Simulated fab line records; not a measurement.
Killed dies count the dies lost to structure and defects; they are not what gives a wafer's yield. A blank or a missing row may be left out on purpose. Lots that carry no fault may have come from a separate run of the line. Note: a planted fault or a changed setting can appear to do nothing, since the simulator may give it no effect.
Chamber matching || flow n5 finfet || N5_BEOL_M3_PRE_CLEAN_60 on cvd co-02 has 3 sister chambers
The step time 15 s. 3 wafers are shown with their chamber, then 12 later ones without.

== WAFERS WITH THEIR CHAMBER ==
{"wafer": "L091.1", "chamber": 1, "heater power w (W)": 113}
{"wafer": "L091.2", "chamber": 0, "heater power w (W)": 42}
{"wafer": "L091.4", "chamber": 2, "heater power w (W)": 79}

== WAFERS MISSING THEIR CHAMBER ==
{"wafer": "L094.1", "heater power w (W)": 112}
{"wafer": "L094.2", "heater power w (W)": 80}
{"wafer": "L094.3", "heater power w (W)": 42}
{"wafer": "L094.4", "heater power w (W)": 81}
{"wafer": "L094.5", "heater power w (W)": 114}
{"wafer": "L094.6", "heater power w (W)": 41}
{"wafer": "L096.1", "heater power w (W)": 81}
{"wafer": "L096.5", "heater power w (W)": 42}
{"wafer": "L096.6", "heater power w (W)": 80}
{"wafer": "L097.1", "heater power w (W)": 42}
{"wafer": "L097.3", "heater power w (W)": 114}
{"wafer": "L097.5", "heater power w (W)": 112}

== THE CHAMBER EACH PASSED THROUGH ==
{"wafer": "L094.1", "from the rows above": 1, "in truth": 1}
{"wafer": "L094.2", "from the rows above": 2, "in truth": 2}
{"wafer": "L094.3", "from the rows above": 0, "in truth": 0}
{"wafer": "L094.4", "from the rows above": 2, "in truth": 2}
{"wafer": "L094.5", "from the rows above": 1, "in truth": 1}
{"wafer": "L094.6", "from the rows above": 0, "in truth": 0}
{"wafer": "L096.1", "from the rows above": 2, "in truth": 2}
{"wafer": "L096.5", "from the rows above": 0, "in truth": 0}
{"wafer": "L096.6", "from the rows above": 2, "in truth": 2}
{"wafer": "L097.1", "from the rows above": 0, "in truth": 0}
{"wafer": "L097.3", "from the rows above": 1, "in truth": 1}
{"wafer": "L097.5", "from the rows above": 1, "in truth": 1}
12 of 12 placed correctly. Not placeable from these rows: 0. Placed wrongly: 0.
How it was worked out, from the rows above alone: a wafer's distance from a chamber is the root of the sum, over the readings, of the square of ((its reading less the chamber's mean) divided by the reading's scatter). If the next closest chamber is less than 2 further off than the closest, the wafer can't be placed; otherwise it belongs to the closest. A chamber's mean is the mean of its shown wafers. The scatter: with one shown wafer a chamber, the root of the mean of the squares of how far each hidden wafer lies from its nearest shown one.
